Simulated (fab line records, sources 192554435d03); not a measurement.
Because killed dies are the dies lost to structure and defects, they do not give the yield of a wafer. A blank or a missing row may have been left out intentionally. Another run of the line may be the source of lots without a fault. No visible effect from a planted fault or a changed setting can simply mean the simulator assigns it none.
fab line records | flow n5-finfet
record: lots: 6 wafers: 18 last-day: 17
route steps=1938 shown BEOL_M15@1821 PASS1_DEP@1831 MIM_BOT@1832 MIM_TOP@1834
lots that met no fault: taken from a fault-free run of the same line
start-h: hours from the record's first day to the start of the lot's first wafer shown | wait-h: how many hours have passed since the lot's step before this one | " identical to the entry in the row above | L1.1+2: a row that stands for several wafers | - no value, or no start was given | * or withheld: withheld | < > ~ a bound
route shown NAME@n: names a module that has steps shown in the file, with the first one's number in the route | usual: the fault-free wafers' mean and standard deviation | same: alike in all rows | chamber/n: place in a boat | sites: each site's reading | _std_site: how widely they spread, as a standard deviation | _edge_site: the outer-site mean with the inner-site mean subtracted | radius-mm: how far each site lies from the wafer's centre | mask NAME#n: copy n | behind: the tool/chamber that last shaped the wafer | hold: cause of the lot's hold/its duration in hours/its outcome | device: the n, p or np transistor that did not switch | end of line: tests of these same wafers at the route's end | for a step that has no rows: nothing shown but its recipe | killed: dies lost to structure and defects at the first sort, not the wafer's yield | map: the dies of a wafer, with x for killed, . for not killed, _ for no die there
set.NAME: the setting that was run; set.NAME@STEP: the one run at that earlier step | model.NAME: the simulator's own value behind a step, which no gauge read
lots at some steps of the route; a table a step, a row a wafer
services: a tool's chamber out of use, with start hour (start-h, from the record's first day; less than 0 if before it), hours out, and reason
== steps ==
step: N5_BEOL_M15_SPUTTER_45
recipe: material: Cu target-thk-a: 1000 temp-c: -20 bias-v: 60 power-w: 26000 chamber-pressure-pa: 0.13 time-s: 16.67
usual: throttle-valve-pct: 30.2/1.4
columns lot.wafer tool chamber start-h wait-h throttle-valve-pct
L769.1 pvd-sputter-02 - 288.79 0.0 30.3
L769.5 " - " " 30.1
L769.6 " - " " 27.8
L774.2 pvd-sputter-03 - 335.09 0.0 32.0
L774.5 " - " " 29.7
L774.6 " - " " 32.3
L779.2 pvd-sputter-02 - 352.39 0.0 32.0
L779.4 " - " " 31.5
L779.6 " - " " 30.2
L781.2 pvd-sputter-03 - 361.75 0.0 29.8
L781.5 " - " " 29.0
L781.6 " - " " 31.7
L780.3 pvd-sputter-03 - 367.66 0.0 29.1
L780.4 " - " " 31.4
L780.5 " - " " 31.9
L785.1 pvd-sputter-02 - 385.10 0.0 31.5
L785.4 " - " " 32.2
L785.5 " - " " 30.1
step: N5_BEOL_M15_ECD_47
recipe: material: Cu target-thk-a: 18600
step: N5_BEOL_M15_ANNEAL_48
recipe: temp-c: 225 time-s: 90 ambient: N2
usual: wafer_temp_C_max: 225.7/0.3
columns lot.wafer tool chamber start-h wait-h wafer_temp_C_max
L769.1 rtp-anneal-02 0 289.15 0.2 226.1
L769.5 " 0 " " 225.7
L769.6 " 0 " " 226.2
L774.2 rtp-anneal-01 0 335.53 0.2 225.9
L774.5 " 0 " " 225.8
L774.6 " 0 " " 225.8
L779.2 rtp-anneal-02 0 352.79 0.2 225.9
L779.4 " 0 " " 226.4
L779.6 " 0 " " 225.8
L781.2 rtp-anneal-01 0 362.16 0.2 225.3
L781.5 " 0 " " 225.4
L781.6 " 0 " " 225.6
L780.3 rtp-anneal-02 0 368.11 0.2 226.1
L780.4 " 0 " " 225.6
L780.5 " 0 " " 225.8
L785.1 rtp-anneal-02 0 385.46 0.2 225.7
L785.4 " 0 " " 226.0
L785.5 " 0 " " 226.0
step: N5_BEOL_M15_CMP_49
recipe: stop-on: SiO2 t-overpolish-s: 4.9 down-force-psi: 2 platen-rpm: 80 clearing-platen-down-force-psi: 2 clearing-platen-rpm: 80 post-cmp-clean: cu-alkaline target-thk-nm: 850 clearing-platen-pad-velocity-m-s: 1.5917 pad-velocity-m-s: 1.5917
usual: barrier-field-endpoint-s: 11.27/0.27 head-pressure-psi: 2.000/0.0049 motor-current-A: 8.1/0.93 overpolish-run-s: 4.899/0.0091 platen-rpm: 80.01/0.05 slurry-filter-dp-kPa: 13.51/0.14
columns lot.wafer tool chamber start-h wait-h barrier-field-endpoint-s head-pressure-psi motor-current-A overpolish-run-s platen-rpm slurry-filter-dp-kPa
L769.1 cmp-03 3 289.64 0.4 11.15 2.003 8.9 4.896 80.00 13.67
L769.6 " 2 " " 11.16 1.991 8.3 4.888 79.98 13.30
L769.5 " 3 " " 11.29 2.005 8.8 4.898 80.09 13.70
L774.2 cmp-03 1 335.82 0.2 11.19 1.991 7.9 4.908 79.94 13.72
L774.6 " 0 " " 10.72 1.996 7.0 4.910 80.09 13.80
L774.5 " 1 " " 11.20 1.997 8.4 4.900 79.94 13.33
L779.2 cmp-01 2 353.05 0.2 11.12 2.001 10.0 4.891 80.11 13.63
L779.4 " 3 " " 11.02 1.998 6.8 4.895 79.90 13.68
L779.6 " 3 " " 11.09 1.999 6.2 4.915 79.94 13.60
L781.2 cmp-03 0 362.51 0.3 11.32 1.997 7.4 4.899 80.13 13.69
L781.6 " 2 " " 11.25 1.995 8.4 4.892 79.98 13.58
L781.5 " 3 " " 11.27 2.007 8.7 4.888 80.02 13.42
L780.4 cmp-03 1 368.33 0.1 11.32 1.996 8.1 4.908 80.01 13.53
L780.3 " 3 " " 11.60 1.998 8.8 4.904 80.05 13.50
L780.5 " 2 " " 11.28 1.997 8.5 4.900 80.04 13.43
L785.4 cmp-02 1 385.79 0.2 11.42 1.998 8.6 4.899 80.03 13.62
L785.1 " 3 " " 11.23 1.999 8.0 4.896 80.01 13.35
L785.5 " 0 " " 11.45 2.004 7.3 4.913 80.01 13.47
step: N5_BEOL_M15_THK_MEAS_50
recipe: thk-meas-gauge: xrf reads: Cu_of_BEOL_M15_ECD_47
usual: M15_THK: 849/13
columns lot.wafer tool chamber start-h wait-h M15_THK[nm]
L769.1 film-metro-02 - 289.90 - 855
L769.5 " - " " 853
L769.6 " - " " 846
L774.2 film-metro-01 - 336.07 - 835
L774.5 " - " " 838
L774.6 " - " " 843
L779.2 film-metro-02 - 353.34 - 837
L779.4 " - " " 859
L779.6 " - " " 855
L781.2 film-metro-02 - 362.73 - 842
L781.5 " - " " 846
L781.6 " - " " 857
L780.3 film-metro-01 - 368.63 - 838
L780.4 " - " " 837
L780.5 " - " " 811
L785.1 film-metro-01 - 386.05 - 837
L785.4 " - " " 860
L785.5 " - " " 862
step: N5_BEOL_M15_PRE_CLEAN_52
recipe: gas: NH3 time-s: 15 temp-c: withheld rf-power-w: 300
step: N5_BEOL_M15_DEP_53
recipe: material: SiCN target-thk-a: 500 temp-c: withheld precursor: 3MS/NH3 pressure-torr: 3 rf-w: 675 time-s: 17.8
step: N5_BEOL_M15_RS_MEAS_54
recipe: thk-meas-gauge: four-point-probe reads: Cu_of_BEOL_M15_ECD_47+Ta_of_BEOL_M15_SPUTTER_44+TaN_of_BEOL_M15_SPUTTER_43
usual: M15_RS: 0.0217/0.0003
columns lot.wafer tool chamber start-h wait-h M15_RS[ohm/sq]
L769.1 film-metro-02 - 290.03 0.0 0.0216
L769.5 " - " " 0.0217
L769.6 " - " " 0.0218
L774.2 film-metro-01 - 336.20 0.1 0.0219
L774.5 " - " " 0.0219
L774.6 " - " " 0.0218
L779.2 film-metro-01 - 353.47 0.1 0.0220
L779.4 " - " " 0.0214
L779.6 " - " " 0.0215
L781.2 film-metro-01 - 362.86 0.1 0.0219
L781.5 " - " " 0.0218
L781.6 " - " " 0.0215
L780.3 film-metro-02 - 368.76 0.1 0.0220
L780.4 " - " " 0.0220
L780.5 " - " " 0.0227
L785.1 film-metro-02 - 386.18 0.0 0.0216
L785.4 " - " " 0.0212
L785.5 " - " " 0.0212
step: N5_BEOL_M15_INSPECT_55
recipe: inspect-instrument: darkfield mode: post-dep
usual: raw-defect-count: 70/25
columns lot.wafer tool chamber start-h wait-h raw-defect-count
L769.1 defect-inspect-02 - 290.05 0.0 66
L769.5 " - " " 97
L769.6 " - " " 53
L774.2 defect-inspect-01 - 336.23 0.0 64
L774.5 " - " " 68
L774.6 " - " " 66
L779.2 defect-inspect-01 - 353.50 0.0 75
L779.4 " - " " 79
L779.6 " - " " 91
L781.2 defect-inspect-01 - 362.89 0.0 48
L781.5 " - " " 72
L781.6 " - " " 45
L780.3 defect-inspect-02 - 368.78 0.0 87
L780.4 " - " " 44
L780.5 " - " " 77
L785.1 defect-inspect-01 - 386.20 0.0 139
L785.4 " - " " 87
L785.5 " - " " 120
step: N5_BEOL_M15_RC_MEAS_101
usual: COMB_M10: 1.5e-11/3.1e-12 COMB_M11: 1.61e-11/2.9e-12 COMB_M12: 7.2e-12/1.3e-12 COMB_M13: 5.8e-12/9.5e-13 COMB_M13_max_site: 8e-12/1.6e-12 COMB_M14: 4.5e-12/9.2e-13 COMB_M15: 3.4e-12/6.3e-13 COMB_M5: 3.7e-11/7.8e-12 COMB_M6: 2.7e-11/5.7e-12 COMB_M7: 2.6e-11/4.7e-12 COMB_M8: 2.5e-11/4.9e-12 COMB_M8_max_site: 3.6e-11/8.2e-12 COMB_M9: 1.54e-11/2.7e-12 SERP_M10: 3.09/0.096 SERP_M11: 3.11/0.084 SERP_M12: 0.627/0.017 SERP_M13: 0.316/0.0056 SERP_M14: 0.160/0.0034 SERP_M5: 38.8/1.6 SERP_M6: 13.8/0.57 SERP_M7: 13.9/0.55 SERP_M8: 13.6/0.5 SERP_M9: 3.10/0.082
columns lot.wafer tool chamber start-h wait-h COMB_M10[S/m] COMB_M11[S/m] COMB_M12[S/m] COMB_M13[S/m] COMB_M13_max_site[S/m] COMB_M14[S/m] COMB_M15[S/m] COMB_M5[S/m] COMB_M6[S/m] COMB_M7[S/m] COMB_M8[S/m] COMB_M8_max_site[S/m] COMB_M9[S/m] SERP_M10[ohm/um] SERP_M11[ohm/um] SERP_M12[ohm/um] SERP_M13[ohm/um] SERP_M14[ohm/um] SERP_M5[ohm/um] SERP_M6[ohm/um] SERP_M7[ohm/um] SERP_M8[ohm/um] SERP_M9[ohm/um]
L769.1 prober-02 0 290.08 0.0 1.5e-11 1.63e-11 6.5e-12 6.3e-12 7.5e-12 3.9e-12 3.8e-12 4.8e-11 2.1e-11 2.7e-11 3.6e-11 4.3e-11 2.19e-11 3.09 3.13 0.625 0.310 0.158 37.4 14.2 13.1 12.8 3.14
L769.5 " 0 " " 1.1e-11 1.81e-11 6.5e-12 4.7e-12 6.6e-12 3.2e-12 3.3e-12 2.8e-11 2.8e-11 2.7e-11 2.7e-11 3.8e-11 1.97e-11 3.00 3.10 0.611 0.317 0.157 39.0 13.8 13.2 12.8 3.05
L769.6 " 0 " " 1.4e-11 1.98e-11 8.1e-12 6.2e-12 8.4e-12 4.5e-12 3.8e-12 4e-11 2.4e-11 2.5e-11 1.9e-11 2.9e-11 2.2e-11 3.05 2.99 0.620 0.313 0.161 37.9 12.9 13.2 12.8 3.13
L774.2 prober-02 0 336.41 0.2 1.2e-11 1.49e-11 6.6e-12 4.3e-12 6.6e-12 3.2e-12 2.7e-12 3.8e-11 2.4e-11 2.8e-11 3.2e-11 4e-11 1.48e-11 3.28 3.04 0.620 0.309 0.160 38.2 14.5 14.4 13.4 3.09
L774.5 " 0 " " 1.2e-11 2.41e-11 8e-12 4.9e-12 7.4e-12 3.3e-12 3.9e-12 3.3e-11 3.2e-11 2.8e-11 2.6e-11 3.7e-11 1.62e-11 3.17 3.17 0.647 0.305 0.158 39.2 13.6 14.3 14.3 2.96
L774.6 " 0 " " 1.3e-11 1.56e-11 6.7e-12 6.9e-12 9.2e-12 5.3e-12 3.7e-12 4.8e-11 3e-11 2.5e-11 2.6e-11 3.3e-11 1.57e-11 3.17 3.04 0.614 0.320 0.161 36.8 14.2 14.2 13.7 3.01
L779.2 prober-01 0 353.68 0.2 1.3e-11 1.63e-11 7.1e-12 6.3e-12 9.1e-12 3.7e-12 4.1e-12 3.8e-11 2.1e-11 2e-11 2.4e-11 2.8e-11 1.12e-11 3.08 3.02 0.626 0.324 0.160 37.7 13.8 13.7 14.1 3.12
L779.4 " 0 " " 1.8e-11 1.62e-11 7.1e-12 5.5e-12 7.4e-12 5.3e-12 3.3e-12 4.9e-11 2.3e-11 2e-11 1.8e-11 2.5e-11 1.32e-11 2.99 3.00 0.660 0.322 0.157 39.0 13.8 13.1 13.6 3.04
L779.6 " 0 " " 1.6e-11 1.46e-11 7e-12 7.5e-12 1.06e-11 7.4e-12 3e-12 3.6e-11 2.4e-11 2.2e-11 2.4e-11 3.7e-11 1.49e-11 3.03 3.06 0.649 0.323 0.157 37.3 13.7 13.4 13.7 3.03
L781.2 prober-02 0 363.07 0.2 1.5e-11 1.42e-11 8.6e-12 4.2e-12 5e-12 3.7e-12 2.8e-12 3.8e-11 2.3e-11 3.2e-11 2.7e-11 3.3e-11 1.22e-11 2.95 3.14 0.621 0.305 0.154 40.4 14.1 14.5 13.3 2.99
L781.5 " 0 " " 1.7e-11 1.34e-11 7.2e-12 5.4e-12 8.9e-12 3.2e-12 2e-12 2.7e-11 2.3e-11 2.3e-11 1.9e-11 3e-11 1.61e-11 3.08 3.22 0.643 0.312 0.153 39.9 13.8 14.1 13.2 3.07
L781.6 " 0 " " 1.2e-11 1.31e-11 7e-12 4.4e-12 8.7e-12 3.5e-12 4.6e-12 3.4e-11 3.6e-11 2.6e-11 1.9e-11 2.9e-11 1.67e-11 3.08 3.14 0.623 0.322 0.156 35.9 13.6 14.2 13.1 2.96
L780.3 prober-02 0 369.12 0.3 2.2e-11 1.55e-11 6.3e-12 5e-12 6.6e-12 4.9e-12 3.4e-12 3.3e-11 2.2e-11 2.3e-11 2.1e-11 2.7e-11 1.41e-11 3.03 2.97 0.621 0.314 0.154 39.6 14.3 14.3 14.3 3.14
L780.4 " 0 " " 1.5e-11 1.71e-11 6.5e-12 6.3e-12 8.6e-12 4.4e-12 2.7e-12 4e-11 2.2e-11 2.7e-11 2.7e-11 4e-11 1.87e-11 3.08 3.07 0.613 0.317 0.161 37.1 14.1 14.2 13.2 3.04
L780.5 " 0 " " 1.2e-11 2.05e-11 1.01e-11 4.5e-12 7.2e-12 4.8e-12 2.8e-12 3e-11 3.2e-11 3.3e-11 2.3e-11 3.1e-11 2.29e-11 2.95 2.98 0.594 0.314 0.159 37.2 14.1 14.7 13.3 3.08
L785.1 prober-01 0 386.23 0.0 2.2e-11 1.83e-11 7.7e-12 6.9e-12 9.1e-12 3.5e-12 3.5e-12 4.7e-11 4e-11 2.5e-11 3e-11 3.6e-11 1.78e-11 3.16 3.21 0.634 0.322 0.167 35.4 13.7 13.3 13.3 3.13
L785.4 " 0 " " 1.5e-11 1.59e-11 7e-12 4.6e-12 6e-12 4.1e-12 3.3e-12 2.7e-11 3.1e-11 2.5e-11 3e-11 4.2e-11 1.69e-11 3.09 3.12 0.605 0.317 0.162 39.5 14.5 13.6 13.2 3.18
L785.5 " 0 " " 1.2e-11 1.64e-11 6.1e-12 4.8e-12 6.7e-12 3.4e-12 2.7e-12 3.7e-11 2.6e-11 2.3e-11 2.6e-11 3.6e-11 1.73e-11 3.18 3.25 0.611 0.319 0.167 36.4 13.7 13.5 13.7 3.05
step: N5_PASSIVATION_PECVD_00
recipe: material: SiO2 target-thk-a: 2000 temp-c: 400 precursor: SiH4/N2O pressure-torr: 2.7 rf-w: 608 time-s: 11.2
usual: heater-power-w: 663/89 showerhead-plenum-p-Torr: 8.09/0.12 throttle-valve-pct: 52.4/2.6
columns lot.wafer tool chamber start-h wait-h heater-power-w showerhead-plenum-p-Torr throttle-valve-pct
L769.1 pecvd-01 0 291.05 0.8 637 8.09 50.3
L769.5 " 0 " " 675 8.09 50.3
L769.6 " 1 " " 599 7.87 57.3
L774.2 pecvd-01 0 337.22 0.7 809 8.09 50.6
L774.5 " 0 " " 802 8.07 50.7
L774.6 " 2 " " 619 8.04 51.4
L779.2 pecvd-01 2 354.48 0.7 582 8.05 51.2
L779.4 " 0 " " 811 8.06 50.6
L779.6 " 2 " " 574 8.05 51.0
L781.2 pecvd-01 1 363.87 0.7 596 7.85 57.4
L781.5 " 2 " " 613 8.04 51.1
L781.6 " 1 " " 600 7.87 57.4
L780.3 pecvd-01 2 369.77 0.5 618 8.04 51.3
L780.4 " 0 " " 683 8.06 50.5
L780.5 " 1 " " 581 7.84 57.2
L785.1 pecvd-01 2 387.19 0.8 607 8.04 51.3
L785.4 " 1 " " 511 7.84 57.4
L785.5 " 2 " " 631 8.05 51.5
step: N5_MIM_BOT_DEGAS_01
recipe: ambient: vacuum temp-c: 300 time-s: 60
step: N5_MIM_BOT_SPUTTER_00
recipe: material: TiN target-thk-a: 350 temp-c: 200 power-w: 3000 chamber-pressure-pa: 0.49996 gas: Ar reactive-partial-pa: 0.37997 time-s: 89.7
usual: throttle-valve-pct: 29.9/1.5
columns lot.wafer tool chamber start-h wait-h throttle-valve-pct model.TiN_of_MIM_BOT_SPUTTER_00.thk-nm
L769.1 pvd-sputter-02 - 293.90 0.0 27.9 34.4
L769.5 " - " " 27.8 34.2
L769.6 " - " " 30.1 34.8
L774.2 pvd-sputter-01 - 337.41 0.0 28.1 34.8
L774.5 " - " " 31.0 34.4
L774.6 " - " " 28.3 34.8
L779.2 pvd-sputter-02 - 355.51 0.0 31.6 51.8
L779.4 " - " " 32.1 34.8
L779.6 " - " " 31.7 34.6
L781.2 pvd-sputter-01 - 365.78 0.0 28.6 34.6
L781.5 " - " " 28.5 34.6
L781.6 " - " " 29.8 34.8
L780.3 pvd-sputter-02 - 370.88 0.0 27.7 34.2
L780.4 " - " " 30.0 34.6
L780.5 " - " " 31.9 50.8
L785.1 pvd-sputter-01 - 390.70 0.0 30.9 34.6
L785.4 " - " " 28.4 34.6
L785.5 " - " " 30.8 34.6
step: N5_MIM_TOP_ALD_00
recipe: material: Al2O3 target-thk-a: * temp-c: withheld ald-precursor-family: TMA ald-co-reactant: O3 pulse-time-s: withheld purge-time-s: 3 co-reactant-purge-time-s: withheld co-reactant-pulse-time-s: 3 ald-cycles: withheld
usual: precursor-pulse-height-rel: 0.997/0.019
columns lot.wafer tool chamber start-h wait-h precursor-pulse-height-rel
L769.1 ald-hk-01 2 294.00 0.1 0.990
L769.5 " 0 " " 1.024
L769.6 " 1 " " 0.984
L774.2 ald-hk-01 0 337.51 0.1 1.013
L774.5 " 2 " " 1.016
L774.6 " 3 " " 1.031
L779.4 ald-hk-02 3 355.61 0.1 1.006
L779.6 " 3 " " 1.023
L781.2 ald-hk-01 0 365.88 0.1 0.980
L781.5 " 1 " " 0.992
L781.6 " 2 " " 0.985
L780.3 ald-hk-01 1 370.98 0.1 0.980
L780.4 " 0 " " 1.061
L785.1 ald-hk-01 1 390.80 0.1 0.981
L785.4 " 2 " " 1.010
L785.5 " 3 " " 1.011
== services ==
columns tool chamber start-h hours kind
cmp-03 - 269.63 1.2 repair
cmp-01 - 286.22 19.7 repair
pecvd-01 0 297.92 5.5 scheduled-down
ald-hk-02 - 339.73 1.2 repair
cmp-03 - 345.21 3.9 pm
pvd-sputter-03 - 355.18 4.5 repair
cmp-03 - 376.54 9.8 repair
== key ==
first-sign none at tools or gauges
model-effect: step: N5_MIM_BOT_SPUTTER_00 value: TiN_of_MIM_BOT_SPUTTER_00.thk-nm without: 34.3 struck: 51.3
met-at N5_MIM_BOT_SPUTTER_00
struck-wafers L779.2,L780.5
later-rows-left-out L779.2,L780.5
sort-left-out L779.2,L780.5
onset-between 293.90 355.51
fault: kind: process-parameter-drift tool: pvd-sputter-02 chamber: - onset-h: 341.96 steps: N5_MIM_BOT_SPUTTER_00 channel: time-s offset: * shape: step end-h: 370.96 scope: struck-wafers-only acts-in: * stated: *
sort-left-out: the simulated sort isn't trusted on such a fault, so these wafers' sort isn't shown, and their yield isn't known
later-rows-left-out: the simulator's readings of these wafers behind a module that went badly wrong aren't trusted and aren't shown, but for the sort
